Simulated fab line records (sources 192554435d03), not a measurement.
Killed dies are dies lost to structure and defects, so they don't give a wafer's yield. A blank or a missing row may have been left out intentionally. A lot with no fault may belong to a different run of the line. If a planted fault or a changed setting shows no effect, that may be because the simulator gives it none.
Matching of chambers || flow n5-finfet || 4 sister chambers for N5_STI_FIN_REVEAL_STRIP_24 on rie-diel-03
The step strips in N2/H2, time 90 s. 18 wafers are shown with their chamber, then 9 later ones without.

EACH WAFER AND ITS CHAMBER
{"wafer": "L078.2", "chamber": 2, "drypump-motor-current-A (A)": 6.8, "showerhead-plenum-p-Torr (Torr)": 3.45, "throttle-valve-pct (%)": 12.05}
{"wafer": "L078.3", "chamber": 0, "drypump-motor-current-A (A)": 6.0, "showerhead-plenum-p-Torr (Torr)": 3.31, "throttle-valve-pct (%)": 12.16}
{"wafer": "L078.6", "chamber": 3, "drypump-motor-current-A (A)": 5.6, "showerhead-plenum-p-Torr (Torr)": 3.49, "throttle-valve-pct (%)": 12.68}
{"wafer": "L080.2", "chamber": 1, "drypump-motor-current-A (A)": 6.5, "showerhead-plenum-p-Torr (Torr)": 3.46, "throttle-valve-pct (%)": 11.83}
{"wafer": "L080.4", "chamber": 0, "drypump-motor-current-A (A)": 6.0, "showerhead-plenum-p-Torr (Torr)": 3.31, "throttle-valve-pct (%)": 12.19}
{"wafer": "L080.5", "chamber": 0, "drypump-motor-current-A (A)": 6.0, "showerhead-plenum-p-Torr (Torr)": 3.31, "throttle-valve-pct (%)": 12.16}
{"wafer": "L081.1", "chamber": 1, "drypump-motor-current-A (A)": 6.5, "showerhead-plenum-p-Torr (Torr)": 3.46, "throttle-valve-pct (%)": 11.81}
{"wafer": "L081.2", "chamber": 3, "drypump-motor-current-A (A)": 5.6, "showerhead-plenum-p-Torr (Torr)": 3.49, "throttle-valve-pct (%)": 12.71}
{"wafer": "L081.6", "chamber": 1, "drypump-motor-current-A (A)": 6.5, "showerhead-plenum-p-Torr (Torr)": 3.46, "throttle-valve-pct (%)": 11.82}
{"wafer": "L084.1", "chamber": 3, "drypump-motor-current-A (A)": 5.6, "showerhead-plenum-p-Torr (Torr)": 3.49, "throttle-valve-pct (%)": 12.72}
{"wafer": "L084.3", "chamber": 0, "drypump-motor-current-A (A)": 6.0, "showerhead-plenum-p-Torr (Torr)": 3.31, "throttle-valve-pct (%)": 12.18}
{"wafer": "L084.4", "chamber": 1, "drypump-motor-current-A (A)": 6.5, "showerhead-plenum-p-Torr (Torr)": 3.45, "throttle-valve-pct (%)": 11.84}
{"wafer": "L085.1", "chamber": 2, "drypump-motor-current-A (A)": 6.7, "showerhead-plenum-p-Torr (Torr)": 3.44, "throttle-valve-pct (%)": 12.10}
{"wafer": "L085.4", "chamber": 1, "drypump-motor-current-A (A)": 6.5, "showerhead-plenum-p-Torr (Torr)": 3.45, "throttle-valve-pct (%)": 11.84}
{"wafer": "L085.6", "chamber": 1, "drypump-motor-current-A (A)": 6.5, "showerhead-plenum-p-Torr (Torr)": 3.45, "throttle-valve-pct (%)": 11.86}
{"wafer": "L086.2", "chamber": 1, "drypump-motor-current-A (A)": 6.5, "showerhead-plenum-p-Torr (Torr)": 3.45, "throttle-valve-pct (%)": 11.87}
{"wafer": "L086.4", "chamber": 0, "drypump-motor-current-A (A)": 6.0, "showerhead-plenum-p-Torr (Torr)": 3.30, "throttle-valve-pct (%)": 12.21}
{"wafer": "L086.5", "chamber": 1, "drypump-motor-current-A (A)": 6.5, "showerhead-plenum-p-Torr (Torr)": 3.45, "throttle-valve-pct (%)": 11.85}

SIGNATURES (means of the wafers above)
{"reading": "drypump-motor-current-A", "chamber 0": 6.000, "chamber 1": 6.500, "chamber 2": 6.750, "chamber 3": 5.600, "scatter within a chamber": 0.0189}
{"reading": "showerhead-plenum-p-Torr", "chamber 0": 3.3080, "chamber 1": 3.4538, "chamber 2": 3.4450, "chamber 3": 3.4900, "scatter within a chamber": 0.00476}
{"reading": "throttle-valve-pct", "chamber 0": 12.1800, "chamber 1": 11.8400, "chamber 2": 12.0750, "chamber 3": 12.7033, "scatter within a chamber": 0.0219}
Rule: for a wafer and a chamber, the distance is found by dividing, reading by reading, the gap between the wafer's reading and the chamber's mean by the reading's scatter, squaring, summing and taking the root. The wafer belongs to the nearest chamber; if the next one is less than 2 further off, it can't be placed. How the scatter is found: for the shown wafers, subtract from each reading the mean of its chamber, square and add these, divide the total by (wafers less chambers), then take the root.

WAFERS MISSING THEIR CHAMBER
{"wafer": "L091.2", "drypump-motor-current-A (A)": 6.0, "showerhead-plenum-p-Torr (Torr)": 3.30, "throttle-valve-pct (%)": 12.24}
{"wafer": "L091.5", "drypump-motor-current-A (A)": 6.0, "showerhead-plenum-p-Torr (Torr)": 3.30, "throttle-valve-pct (%)": 12.24}
{"wafer": "L091.6", "drypump-motor-current-A (A)": 6.5, "showerhead-plenum-p-Torr (Torr)": 3.44, "throttle-valve-pct (%)": 11.90}
{"wafer": "L094.1", "drypump-motor-current-A (A)": 6.0, "showerhead-plenum-p-Torr (Torr)": 3.29, "throttle-valve-pct (%)": 12.27}
{"wafer": "L094.3", "drypump-motor-current-A (A)": 5.6, "showerhead-plenum-p-Torr (Torr)": 3.48, "throttle-valve-pct (%)": 12.77}
{"wafer": "L094.4", "drypump-motor-current-A (A)": 6.8, "showerhead-plenum-p-Torr (Torr)": 3.43, "throttle-valve-pct (%)": 12.16}
{"wafer": "L095.2", "drypump-motor-current-A (A)": 5.6, "showerhead-plenum-p-Torr (Torr)": 3.48, "throttle-valve-pct (%)": 12.77}
{"wafer": "L095.5", "drypump-motor-current-A (A)": 6.5, "showerhead-plenum-p-Torr (Torr)": 3.44, "throttle-valve-pct (%)": 11.92}
{"wafer": "L095.6", "drypump-motor-current-A (A)": 6.0, "showerhead-plenum-p-Torr (Torr)": 3.29, "throttle-valve-pct (%)": 12.28}

WHICH CHAMBER EACH WENT THROUGH
{"wafer": "L091.2", "from the rows above": 0, "in truth": 0}
{"wafer": "L091.5", "from the rows above": 0, "in truth": 0}
{"wafer": "L091.6", "from the rows above": 1, "in truth": 1}
{"wafer": "L094.1", "from the rows above": 0, "in truth": 0}
{"wafer": "L094.3", "from the rows above": 3, "in truth": 3}
{"wafer": "L094.4", "from the rows above": 2, "in truth": 2}
{"wafer": "L095.2", "from the rows above": 3, "in truth": 3}
{"wafer": "L095.5", "from the rows above": 1, "in truth": 1}
{"wafer": "L095.6", "from the rows above": 0, "in truth": 0}
Correct placement for 9 of the 9. Number that these rows cannot place: 0. Placed wrongly: 0.
